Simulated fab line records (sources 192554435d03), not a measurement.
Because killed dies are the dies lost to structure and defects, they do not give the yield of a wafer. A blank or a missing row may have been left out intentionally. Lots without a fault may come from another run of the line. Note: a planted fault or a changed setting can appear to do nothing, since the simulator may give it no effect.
A lot that was struck, set against a sound lot ; flow n5Finfet ; 23 out of 1938 route steps
Sound: the wafers L502.1, L502.2, L502.6. Wafers struck: L490.1, L490.2, L490.6. The cause comes at the end.
For every step that has rows: the tool of each side, followed by ch and its chambers, followed by its first start. Under that, the readings that differ: sound wafers ; struck wafers ; difference of the means ; sigmas: that difference in standard deviations of wafers without a fault.
alike: a reading whose means differ by less than 2 such deviations, as well as words and numbers matching on both sides. not compared: withheld readings; readings where some wafer has no value; bounds like >300 that might hide an equal value; numbers whose values overlap and for which the record gives no deviation.
The two part at a step that has a row with sigmas, a row that says differs or no value, or rows on one side only. Numbers that don't overlap but have no deviation are shown without sigmas and don't part them. Lack of a reading on every wafer of one side parts them only where that side has two or more wafers.

first, 8 steps without rows for these wafers: N5_BEOL_M9_ANNEAL_51 (time 90 s); N5_BEOL_M9_CMP_52 (polishes, stops on SiCOH lowk, t overpolish 7 s, target thk 140 nm); N5_BEOL_M9_PRE_CLEAN_55 (time 15 s); N5_BEOL_M9_DEP_56 (deposits SiCN from 3MS/NH3, target thk 15 nm, time 26.5 s); N5_BEOL_M10_ILD_DEP_00 (deposits SiCOH lowk from DEMS/porogen, target thk 308.51 nm, time 58 s); N5_BEOL_M10_CURE_71 (cures SiCOH lowk, time 240 s); N5_BEOL_M10_PECVD_70 (deposits SiO2 from TEOS/O2, target thk 20 nm, time 22.7 s); N5_BEOL_M10_HM_DEP_02 (deposits TiN, target thk 20 nm).
N5_BEOL_M10_COAT_59: time 60 s, resist thk 100 nm.
  sound on lithoTrack-04 ch 0, day 15 15:06; struck on lithoTrack-04 ch 0, day 12 08:28
reading;sound;struck;difference;sigmas
spinSpeedRpm (rpm);1499.0 1499.2 1499.6;1308.7 1308.0 1308.4;-190.9;-99 or more
model.SOC_of_BEOL_M10_COAT_59.thkNm (nm);99.8 100.2 99.8;107.6 107.2 107.2;+7.4;
  alike: exhaustPa, plateTempC
then, 9 steps without rows for these wafers: N5_BEOL_M10_COAT_60 (time 60 s, resist thk 30 nm); N5_BEOL_M10_COAT_05 (resist thk 90 nm); N5_BEOL_M10_EBR_07; N5_BEOL_M10_SOFTBAKE_06 (time 60 s); N5_BEOL_M10_EXPOSE_08 (exposes mask M10); N5_BEOL_M10_PEB_09 (peb time 60 s); N5_BEOL_M10_DEVELOP_10 (develop time 30 s); N5_BEOL_M10_DESCUM_16 (chemistry O2, time 7.9 s); N5_BEOL_M10_ETCH_61 (etches SiARC in CF4, target depth 39 nm, time 65 s).
N5_BEOL_M10_ETCH_62: etches SOC in N2/H2, target depth 110 nm, overetch 22 nm, time 165 s.
  sound on rieDiel-05 ch 0,1, day 15 15:31; struck on rieDiel-05 ch 1,2,3, day 12 09:09
reading;sound;struck;difference;sigmas
model.etch.depthNm (nm);99.79 100.3 99.74;107.6 107.2 107.2;+7.4;
  alike: drypumpMotorCurrentA, oesProductAu, rfVppV, showerheadPlenumPTorr, throttleValvePct
  not compared: rfHoursCounterH
then, 2 steps without rows for these wafers: N5_BEOL_M10_STRIP_68 (strips in N2/H2); N5_BEOL_M10_STRIP_67 (strips in CF4).
N5_BEOL_M10_HM_OPEN_17: chemistry Cl2/BCl3, target TiN, target depth 20 nm, overetch 6 nm.
  sound on rieMetal-02 ch 1, day 15 15:42; struck on rieMetal-03 ch 0,1, day 12 09:20
reading;sound;struck;difference;sigmas
model.SOC_of_BEOL_M10_COAT_59.thkNm (nm);91.8 92.4 91.8;99.8 99 99;+7.3;
  alike: drypumpMotorCurrentA, oesProductAu, throttleValvePct
  not compared: rfHoursCounterH
then, 1 step without rows for these wafers: N5_BEOL_M10_STRIP_19 (strips in O2).

## WHERE THEY PART
N5_BEOL_M10_COAT_59 only, going by this record. Later steps at which nothing parts them and some readings are alike: N5_BEOL_M10_ETCH_62, N5_BEOL_M10_HM_OPEN_17.

WHY: what had been put in by the simulator
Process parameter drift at N5_BEOL_M10_COAT_59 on lithoTrack-04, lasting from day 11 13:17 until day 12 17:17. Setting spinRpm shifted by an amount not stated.
